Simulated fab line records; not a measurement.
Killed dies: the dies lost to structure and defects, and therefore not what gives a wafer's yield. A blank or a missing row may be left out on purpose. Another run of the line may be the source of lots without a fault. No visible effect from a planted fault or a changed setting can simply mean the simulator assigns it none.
fab line records    flow n5_finfet
record lots=9  wafers=27  last_day=17
route steps=1938 shown FIN_SAQP@153 FIN_CUT@167 BEOL_M4@1111 PASSIVATION@1936
lots that met no fault: from a run of the same line without faults
start_h: hours from the record's first day to the start of the lot's first wafer shown    wait_h: hours from the lot's prior step to this one    " repeats the value in the row above    L1.1+2: a single row standing in for several wafers    - no value, or no start given    * or withheld: withheld    < > ~ a bound
route shown NAME@n: a module of which the file shows steps, and the number in the route of the first    usual: mean/standard deviation taken from wafers without a fault    same: alike in all rows    chamber/n: place in a boat    sites: each site's reading    _std_site: the standard deviation of these    _edge_site: mean of outer sites minus mean of inner sites    radius_mm: how far each site lies from the wafer's centre    mask NAME#n: copy n    behind: the tool/chamber that last shaped the wafer    hold: what put the lot on hold/how long, in hours/how the hold closed    device: the transistor (n, p or np) that didn't switch    end of line: tests of these same wafers at the route's end    a step without rows: its recipe alone    killed: dies that structure and defects cost at the first sort, which is not the same as the wafer's yield    map: dies across one wafer; x = killed, . = not, _ = none there
set.NAME: the setting that was run; set.NAME@STEP: the one run at that earlier step    model.NAME: the simulator's own value behind a step, which no gauge read
route steps across a sampled set of lots; one table per step, one row per wafer
services: when a tool's chamber went out of use (start_h, in hours from the record's first day, below 0 if earlier), for how many hours, and the reason
## steps
# step N5_FIN_SAQP_INSPECT_40
# recipe inspect_instrument=brightfield  mode=aei
# usual raw_defect_count=204/51
lot.wafer  tool               chamber  start_h  wait_h  raw_defect_count
L594.2     defect_inspect-01  -        43.83    0.0     209
L594.3     "                  -        "        "       145
L594.4     "                  -        "        "       235
L596.1     defect_inspect-01  -        56.48    0.0     180
L596.2     "                  -        "        "       150
L596.4     "                  -        "        "       176
L607.2     defect_inspect-01  -        122.77   0.0     257
L607.5     "                  -        "        "       338
L607.6     "                  -        "        "       275
L608.1     defect_inspect-02  -        128.51   0.0     190
L608.4     "                  -        "        "       244
L608.5     "                  -        "        "       202
L609.1     defect_inspect-01  -        135.84   0.0     210
L609.2     "                  -        "        "       204
L609.5     "                  -        "        "       193
L611.2     defect_inspect-02  -        146.71   0.0     155
L611.3     "                  -        "        "       322
L611.6     "                  -        "        "       226
L612.1     defect_inspect-01  -        152.55   0.0     254
L612.2     "                  -        "        "       176
L612.3     "                  -        "        "       291
L613.1     defect_inspect-02  -        158.67   0.0     205
L613.4     "                  -        "        "       236
L613.5     "                  -        "        "       198
L614.2     defect_inspect-02  -        163.61   0.0     196
L614.4     "                  -        "        "       164
L614.5     "                  -        "        "       277
# step N5_FIN_CUT_ETCH_30
# recipe chemistry=N2/H2  target=underlayer  target_depth_a=130  mask_material=CAR-EUV  time_s=10.4  ion_energy_ev=200  pressure_mtorr=30  source_w=840  bias_w=150  n2_flow_sccm=200  h2_flow_sccm=200  ends=cleared
# usual bias_w=150.0/0.44  chamber_pressure_mTorr=30.00/0.031  drypump_motor_current_A=5.84/0.22  etch_rf_on_time_s=10.37/0.14  oes_product_au=0.66/0.061  rf_vpp_V=522.9/2.7  showerhead_plenum_p_Torr=2.51/0.094  throttle_valve_pct=17.95/0.16
lot.wafer  tool         chamber  start_h  wait_h  bias_w  chamber_pressure_mTorr  drypump_motor_current_A  etch_rf_on_time_s  oes_product_au  rf_hours_counter_h  rf_vpp_V  showerhead_plenum_p_Torr  throttle_valve_pct
L594.2     rie_diel-05  0        44.29    0.0     150.7   29.95                   5.82                     10.34              0.62            186                 524.4     2.53                      18.21
L594.3     "            3        "        "       150.4   29.95                   6.00                     10.46              0.67            110                 522.1     2.45                      17.84
L594.4     "            2        "        "       150.0   29.95                   5.83                     10.34              0.80            16                  528.0     2.72                      17.96
L596.1     rie_diel-03  0        56.94    0.0     149.9   30.03                   6.27                     10.20              0.65            141                 524.8     2.54                      18.11
L596.2     "            1        "        "       149.4   29.94                   5.56                     10.15              0.68            135                 521.6     2.46                      18.09
L596.4     "            2        "        "       150.2   30.00                   5.73                     10.41              0.69            114                 527.9     2.65                      17.82
L607.2     rie_diel-03  0        123.23   0.0     150.0   29.99                   6.29                     10.46              0.63            160                 522.2     2.54                      18.13
L607.5     "            3        "        "       150.1   29.97                   5.79                     10.34              0.59            -                   519.5     2.40                      17.93
L607.6     "            2        "        "       150.0   30.00                   5.68                     10.52              0.66            -                   528.7     2.64                      17.86
L608.1     rie_diel-05  3        129.10   0.0     149.3   29.99                   5.99                     10.43              0.64            135                 521.7     2.44                      17.88
L608.4     "            1        "        "       150.2   30.06                   5.67                     10.53              0.60            225                 523.6     2.51                      17.98
L608.5     "            1        "        "       150.6   30.02                   5.67                     10.50              0.59            -                   524.7     2.51                      17.99
L609.1     rie_diel-04  3        136.43   0.0     149.3   30.05                   6.21                     10.39              0.65            163                 523.5     2.55                      18.15
L609.2     "            2        "        "       150.0   30.01                   5.60                     10.19              0.60            241                 520.1     2.40                      17.85
L609.5     "            2        "        "       150.9   30.02                   5.63                     10.29              0.60            -                   518.3     2.40                      17.85
L611.2     rie_diel-04  2        152.90   0.0     150.7   30.01                   5.63                     10.32              0.60            245                 520.7     2.39                      17.85
L611.3     "            1        "        "       150.2   30.02                   6.00                     10.44              0.73            70                  521.3     2.49                      17.66
L611.6     "            1        "        "       149.8   29.97                   6.02                     10.54              0.71            -                   521.2     2.49                      17.66
L612.1     rie_diel-03  0        153.24   0.0     149.8   29.98                   6.29                     10.30              0.63            168                 524.2     2.53                      18.14
L612.2     "            2        "        "       150.1   30.02                   5.69                     10.46              0.65            143                 526.9     2.64                      17.88
L612.3     "            3        "        "       150.0   29.96                   5.80                     10.29              0.58            244                 518.6     2.39                      17.95
L613.1     rie_diel-03  1        159.27   0.0     149.9   29.96                   5.61                     10.25              0.65            165                 521.3     2.45                      18.16
L613.4     "            3        "        "       149.6   30.02                   5.80                     10.15              0.59            246                 521.3     2.39                      17.96
L613.5     "            3        "        "       149.8   30.03                   5.80                     10.21              0.59            -                   520.8     2.39                      17.95
L614.2     rie_diel-04  0        164.24   0.0     150.6   29.96                   5.51                     10.45              0.62            182                 520.5     2.42                      17.92
L614.4     "            1        "        "       149.6   30.00                   6.01                     10.49              0.72            74                  522.1     2.48                      17.67
L614.5     "            2        "        "       149.5   29.93                   5.67                     10.36              0.59            -                   519.7     2.39                      17.87
# step N5_FIN_CUT_STRIP_24
# recipe chemistry=CF4  resist=SiARC  power_w=300  bias_power_w=75  pressure_mtorr=50  cf4_flow_sccm=150  rf_frequency_hz=6e+07
# usual drypump_motor_current_A=5.83/0.22  oes_product_au=0.76/0.069  rf_vpp_V=270.7/1.5  showerhead_plenum_p_Torr=1.77/0.061  throttle_valve_pct=13.67/0.18
lot.wafer  tool         chamber  start_h  wait_h  drypump_motor_current_A  oes_product_au  rf_hours_counter_h  rf_vpp_V  showerhead_plenum_p_Torr  throttle_valve_pct
L594.2     rie_diel-05  0        44.67    0.0     5.80                     0.71            186                 270.1     1.78                      13.95
L594.3     "            3        "        "       6.01                     0.77            110                 269.5     1.73                      13.64
L594.4     "            2        "        "       5.82                     0.93            16                  272.5     1.90                      13.47
L596.1     rie_diel-03  0        57.32    0.0     6.27                     0.75            141                 271.7     1.79                      13.74
L596.2     "            1        "        "       5.55                     0.77            135                 269.4     1.75                      13.68
L596.4     "            2        "        "       5.70                     0.79            114                 273.0     1.87                      13.64
L607.2     rie_diel-03  0        123.61   0.0     6.29                     0.74            160                 270.6     1.79                      13.78
L607.5     "            3        "        "       5.79                     0.68            -                   267.9     1.69                      13.71
L607.6     "            2        "        "       5.70                     0.76            -                   273.0     1.87                      13.68
L608.1     rie_diel-05  3        129.48   0.0     5.99                     0.75            135                 268.7     1.72                      13.70
L608.4     "            1        "        "       5.67                     0.69            226                 270.5     1.78                      13.70
L608.5     "            1        "        "       5.69                     0.69            -                   270.3     1.78                      13.69
L609.1     rie_diel-04  3        136.81   0.0     6.20                     0.74            163                 271.7     1.79                      13.84
L609.2     "            2        "        "       5.58                     0.68            241                 268.3     1.70                      13.74
L609.5     "            2        "        "       5.60                     0.69            -                   269.7     1.70                      13.72
L611.2     rie_diel-04  2        153.28   0.0     5.62                     0.68            246                 270.1     1.70                      13.73
L611.3     "            1        "        "       5.98                     0.84            70                  269.8     1.74                      13.26
L611.6     "            1        "        "       5.99                     0.85            -                   269.2     1.74                      13.26
L612.1     rie_diel-03  0        153.62   0.0     6.25                     0.73            168                 273.2     1.78                      13.80
L612.2     "            2        "        "       5.71                     0.76            143                 273.8     1.87                      13.70
L612.3     "            3        "        "       5.78                     0.67            245                 268.3     1.69                      13.71
L613.1     rie_diel-03  1        159.65   0.0     5.61                     0.75            165                 267.7     1.74                      13.74
L613.4     "            3        "        "       5.80                     0.68            246                 269.8     1.69                      13.71
L613.5     "            3        "        "       5.77                     0.68            -                   269.5     1.69                      13.70
L614.2     rie_diel-04  0        164.62   0.0     5.47                     0.72            182                 269.7     1.73                      13.68
L614.4     "            1        "        "       6.01                     0.84            74                  271.5     1.74                      13.25
L614.5     "            2        "        "       5.61                     0.68            -                   269.7     1.70                      13.74
# step N5_FIN_CUT_CUT_ETCH_26
# recipe chemistry=CH3F/O2  target=SiNx  target_depth_a=390  mask_material=SOC  time_s=55.7  pressure_mtorr=30  source_w=395  bias_w=73  Ar_flow_sccm=150  CH3F_flow_sccm=30  O2_flow_sccm=20  ion_energy_ev=120
# usual CH3F_flow_sccm=30.01/0.098  O2_flow_sccm=20.00/0.055  drypump_motor_current_A=5.83/0.22  oes_product_au=0.77/0.073  rf_vpp_V=295/5  showerhead_plenum_p_Torr=1.98/0.072  throttle_valve_pct=16.48/0.17  time_s=55.7/0
lot.wafer  tool         chamber  start_h  wait_h  CH3F_flow_sccm  O2_flow_sccm  drypump_motor_current_A  oes_product_au  rf_hours_counter_h  rf_vpp_V  showerhead_plenum_p_Torr  throttle_valve_pct  time_s
L594.2     rie_diel-05  0        44.69    0.0     30.04           20.04         5.82                     0.73            186                 296       1.99                      16.71               55.7
L594.3     "            3        "        "       30.19           20.10         6.00                     0.78            110                 295       1.94                      16.52               55.7
L594.4     "            2        "        "       30.12           19.89         5.79                     0.94            16                  287       2.15                      16.41               55.7
L596.1     rie_diel-03  0        57.34    0.0     29.93           20.05         6.27                     0.77            141                 306       2.00                      16.54               55.7
L596.2     "            1        "        "       29.99           19.96         5.55                     0.79            135                 291       1.93                      16.41               55.7
L596.4     "            2        "        "       30.14           20.03         5.69                     0.79            114                 306       2.09                      16.36               55.7
L607.2     rie_diel-03  0        123.63   0.0     -               -             -                        -               -                   -         -                         -                   -
L607.5     "            3        "        "       -               -             -                        -               -                   -         -                         -                   -
L607.6     "            2        "        "       -               -             -                        -               -                   -         -                         -                   -
L608.1     rie_diel-05  3        129.50   0.0     -               -             -                        -               -                   -         -                         -                   -
L608.4     "            1        "        "       -               -             -                        -               -                   -         -                         -                   -
L608.5     "            1        "        "       -               -             -                        -               -                   -         -                         -                   -
L609.1     rie_diel-04  3        136.83   0.0     -               -             -                        -               -                   -         -                         -                   -
L609.2     "            2        "        "       -               -             -                        -               -                   -         -                         -                   -
L609.5     "            2        "        "       -               -             -                        -               -                   -         -                         -                   -
L611.2     rie_diel-04  2        153.30   0.0     30.15           20.01         5.60                     0.69            246                 296       1.90                      16.51               55.7
L611.3     "            1        "        "       30.02           19.95         6.00                     0.86            70                  292       1.95                      16.10               55.7
L611.6     "            1        "        "       29.88           19.84         5.98                     0.86            -                   293       1.95                      16.08               55.7
L612.1     rie_diel-03  0        153.64   0.0     30.14           19.99         6.30                     0.74            168                 304       1.99                      16.60               55.7
L612.2     "            2        "        "       29.90           19.93         5.72                     0.76            143                 305       2.08                      16.44               55.7
L612.3     "            3        "        "       30.14           20.06         5.78                     0.68            245                 300       1.90                      16.55               55.7
L613.1     rie_diel-03  1        159.67   0.0     29.92           20.05         5.58                     0.76            165                 293       1.92                      16.46               55.7
L613.4     "            3        "        "       29.84           20.02         5.79                     0.69            246                 300       1.90                      16.57               55.7
L613.5     "            3        "        "       29.98           20.05         5.80                     0.69            -                   301       1.90                      16.56               55.7
L614.2     rie_diel-04  0        164.64   0.0     30.02           20.00         5.55                     0.72            182                 295       1.92                      16.45               55.7
L614.4     "            1        "        "       30.15           20.03         6.00                     0.85            74                  293       1.95                      16.10               55.7
L614.5     "            2        "        "       29.99           20.01         5.58                     0.69            -                   295       1.90                      16.52               55.7
# step N5_BEOL_M4_RC_MEAS_101
# usual DIBL_N=36.8/1.5  DIBL_P=37.1/2.1  IOFF_N=0.168/0.03  IOFF_P=0.22/0.034  ION_N=679/12  ION_P=466/8  SS_N=71.7/0.58  SS_P=73.5/0.67  VT_N=248.8/2.7  VT_P=-250/3.3
lot.wafer  tool       chamber  start_h  wait_h  DIBL_N[mV/V]  DIBL_P[mV/V]  IOFF_N[nA/um]  IOFF_P[nA/um]  ION_N[uA/um]  ION_P[uA/um]  SS_N[mV/dec]  SS_P[mV/dec]  VT_N[mV]  VT_P[mV]
L594.2     prober-02  0        181.93   0.2     36.8          36.8          0.162          0.26           690           482           71.3          73.5          248.8     -246
L594.3     "          0        "        "       37.9          38.8          0.184          0.29           689           479           71.8          74.2          249.6     -242
L594.4     "          0        "        "       37.9          37.6          0.190          0.26           704           486           71.9          73.5          246.3     -246
L596.1     prober-01  0        185.76   0.0     37.7          38.3          0.187          0.26           678           467           72.6          74.2          247.7     -246
L596.2     "          0        "        "       39.2          37.7          0.213          0.24           680           460           72.9          73.9          248.0     -247
L596.4     "          0        "        "       34.7          33.1          0.126          0.17           667           458           71.5          73.1          252.7     -252
L612.1     prober-02  0        288.14   0.0     39.5          39.8          0.233          0.28           712           478           71.8          74.5          244.4     -247
L612.2     "          0        "        "       36.3          36.0          0.149          0.21           687           472           71.4          73.2          250.9     -249
L612.3     "          0        "        "       37.7          37.7          0.182          0.23           695           476           72.2          73.2          248.9     -250
L611.2     prober-02  0        294.62   0.2     38.9          37.8          0.177          0.19           678           460           72.3          73.9          247.2     -256
L611.3     "          0        "        "       36.8          35.5          0.135          0.17           675           459           70.8          73.3          254.0     -256
L611.6     "          0        "        "       38.6          36.7          0.174          0.18           683           462           72.4          73.7          249.3     -257
L613.1     prober-02  0        296.59   0.0     33.4          33.0          0.126          0.19           679           469           71.3          72.9          252.8     -251
L613.4     "          0        "        "       34.7          34.8          0.147          0.22           681           472           71.5          73.4          252.4     -247
L613.5     "          0        "        "       36.5          36.2          0.164          0.26           678           474           72.4          73.0          248.7     -246
L614.2     prober-01  0        314.67   0.2     37.7          38.6          0.167          0.25           676           467           71.3          73.1          249.5     -246
L614.4     "          0        "        "       38.0          37.2          0.171          0.22           680           469           71.0          72.6          249.2     -248
L614.5     "          0        "        "       35.4          34.7          0.135          0.18           667           455           71.3          72.9          252.4     -251
# step N5_PASSIVATION_PROBE_49
# usual defect_limited_yield=91.0/1.5  killed_at_M0_to_M3=34/11  killed_at_M4_up=14/5.3  killed_at_contacts=13/7  killed_at_front_end=41/13  killed_at_other=4/3.1  killed_dies=106/17  killed_on_rim=14/3.9  killed_open=70/12  killed_short=35/8  sort_bin_5_function=5.2/0.98  sort_bin_6_memory=3.4/0.69  sort_n_pass=1074/17  sort_yield_pct=91.0/1.5
# same gross_dies=1180  killed_at_back_side=0  sort_bin_4_leakage[%]=0  sort_bin_8_speed[%]=0
lot.wafer  tool       chamber  start_h  wait_h  defect_limited_yield[%]  killed_at_M0_to_M3  killed_at_M4_up  killed_at_contacts  killed_at_front_end  killed_at_other  killed_dies  killed_on_rim  killed_open  killed_short  sort_bin_5_function[%]  sort_bin_6_memory[%]  sort_n_pass  sort_yield_pct[%]
L607.2     prober-02  -        368.26   0.1     0                        32                  12               8                   1124                 4                1180         152            61           46            96.4                    3.1                   0            0
L607.5     prober-02  -        368.41   0.2     0                        35                  7                15                  1120                 3                1180         152            76           31            96.3                    3.6                   0            0
L607.6     prober-02  -        368.46   0.3     0                        26                  8                6                   1136                 4                1180         152            57           41            96.5                    3.0                   0            0
L608.1     prober-02  -        377.16   0.0     0                        43                  12               13                  1109                 3                1180         152            78           45            95.9                    3.7                   0            0
L608.4     prober-02  -        377.31   0.2     0                        40                  10               20                  1106                 4                1180         152            71           41            95.3                    4.1                   0            0
L608.5     prober-02  -        377.36   0.2     0                        41                  9                28                  1100                 2                1180         152            73           31            96.2                    3.6                   0            0
L609.1     prober-02  -        392.62   0.0     0                        45                  6                10                  1113                 6                1180         152            64           47            96.9                    3.0                   0            0
L609.2     prober-02  -        392.67   0.1     0                        37                  11               17                  1106                 9                1180         152            76           29            96.0                    3.6                   0            0
L609.5     prober-02  -        392.82   0.2     0                        32                  14               23                  1106                 5                1180         152            63           42            96.5                    3.3                   0            0
# killed by level:class
L607.2 FIN_CUT:area_etch=1073 FIN_SAQP:geometric_particle:short=13 FIN_SAQP:geometric_particle:open=10 STI_FIN_REVEAL:geometric_particle:open=10 MOL_CONTACT_COAG:geometric_particle:open=6 BEOL_M0_SAQP:geometric_particle:open=6 BEOL_M4:geometric_particle:open=6 BEOL_M3:geometric_particle:open=5
L607.5 FIN_CUT:area_etch=1073 FIN_SAQP:geometric_particle:open=16 MOL_CONTACT_COAG:geometric_particle:open=15 BEOL_M1:geometric_particle:open=10 BEOL_M2:geometric_particle:open=9 ILD0:geometric_particle:short=7 FIN_SAQP:geometric_particle:short=5 GATE_CUT:geometric_particle:short=5
L607.6 FIN_CUT:area_etch=1082 FIN_SAQP:geometric_particle:short=11 FIN_SAQP:geometric_particle:open=9 STI_FIN_REVEAL:geometric_particle:open=7 MOL_CONTACT_COAG:geometric_particle:open=5 BEOL_M3:geometric_particle:open=5 ILD0:geometric_particle:short=4 ILD0:geometric_particle:open=4
L608.1 FIN_CUT:area_etch=1055 STI_FIN_REVEAL:geometric_particle:open=14 BEOL_M2:geometric_particle:open=14 FIN_SAQP:geometric_particle:short=11 MOL_CONTACT_COAG:geometric_particle:open=11 BEOL_M2:geometric_particle:short=7 BEOL_M3:geometric_particle:open=6 STARTING-WAFER:geometric_particle:short=6
L608.4 FIN_CUT:area_etch=1068 FIN_SAQP:geometric_particle:short=13 MOL_CONTACT_COAG:geometric_particle:open=12 BEOL_M3:geometric_particle:open=11 BEOL_M2:geometric_particle:open=10 MOL_CONTACT_COAG:geometric_particle:short=8 BEOL_M0_SAQP:geometric_particle:open=7 FIN_SAQP:geometric_particle:open=6
L608.5 FIN_CUT:area_etch=1075 MOL_CONTACT_COAG:geometric_particle:open=22 BEOL_M2:geometric_particle:open=10 BEOL_M3:geometric_particle:open=8 MOL_CONTACT_COAG:geometric_particle:short=6 FIN_SAQP:geometric_particle:open=5 BEOL_M0:geometric_particle:open=5 DUMMY_GATE:geometric_particle:open=4
L609.1 FIN_CUT:area_etch=1069 DUMMY_GATE:geometric_particle:open=12 BEOL_M0_SAQP:geometric_particle:short=12 BEOL_M1:geometric_particle:open=10 STI_FIN_REVEAL:geometric_particle:open=7 GATE_CUT:geometric_particle:short=7 MOL_CONTACT_COAG:geometric_particle:open=7 BEOL_M0_SAQP:geometric_particle:open=6
L609.2 FIN_CUT:area_etch=1074 BEOL_M0_SAQP:geometric_particle:open=13 MOL_CONTACT_COAG:geometric_particle:open=10 STI_FIN_REVEAL:geometric_particle:open=8 FIN_SAQP:geometric_particle:open=7 MOL_CONTACT_COAG:geometric_particle:short=7 BEOL_M4:geometric_particle:open=6 BEOL_M1:geometric_particle:open=5
L609.5 FIN_CUT:area_etch=1074 MOL_CONTACT_COAG:geometric_particle:open=19 GATE_CUT:geometric_particle:short=7 BEOL_M0_SAQP:geometric_particle:open=7 BEOL_M4:geometric_particle:open=6 BEOL_M0_SAQP:geometric_particle:short=5 BEOL_M3:geometric_particle:open=5 GATE_CUT:geometric_particle:open=4
## services
tool         chamber  start_h  hours  kind
rie_diel-05  -        97.29    2.8    pm
rie_diel-05  2        156.09   5.9    repair
rie_diel-03  -        158.81   0.4    repair
## key
first_sign step=N5_FIN_CUT_CUT_ETCH_26  reading=tool_record  direction=missing
effect step=N5_PASSIVATION_PROBE_49  reading=sort_bin_5_function  direction=up  sigmas=93  usual=5.2  struck=96.2
more_kills_born_at N5_FIN_CUT_CUT_ETCH_26@rie_diel-03=3228  N5_FIN_CUT_CUT_ETCH_26@rie_diel-04=3217  N5_FIN_CUT_CUT_ETCH_26@rie_diel-05=3198
met_at N5_FIN_CUT_CUT_ETCH_26
struck_lots L607,L608,L609
later_rows_left_out L607.2,L607.5,L607.6,L608.1,L608.4,L608.5,L609.1,L609.2,L609.5
not_acting_at N5_FIN_SAQP_INSPECT_40,N5_FIN_CUT_ETCH_30,N5_FIN_CUT_STRIP_24
onset_between 57.34 123.63
fault kind=skipped_step_whole  tool=rie_diel-03,rie_diel-04,rie_diel-05  chamber=-  onset_h=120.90  steps=N5_FIN_CUT_CUT_ETCH_26  scope=struck_lots_only
# later_rows_left_out: the simulator's readings of these wafers behind a module that went badly wrong aren't trusted and aren't shown, but for the sort
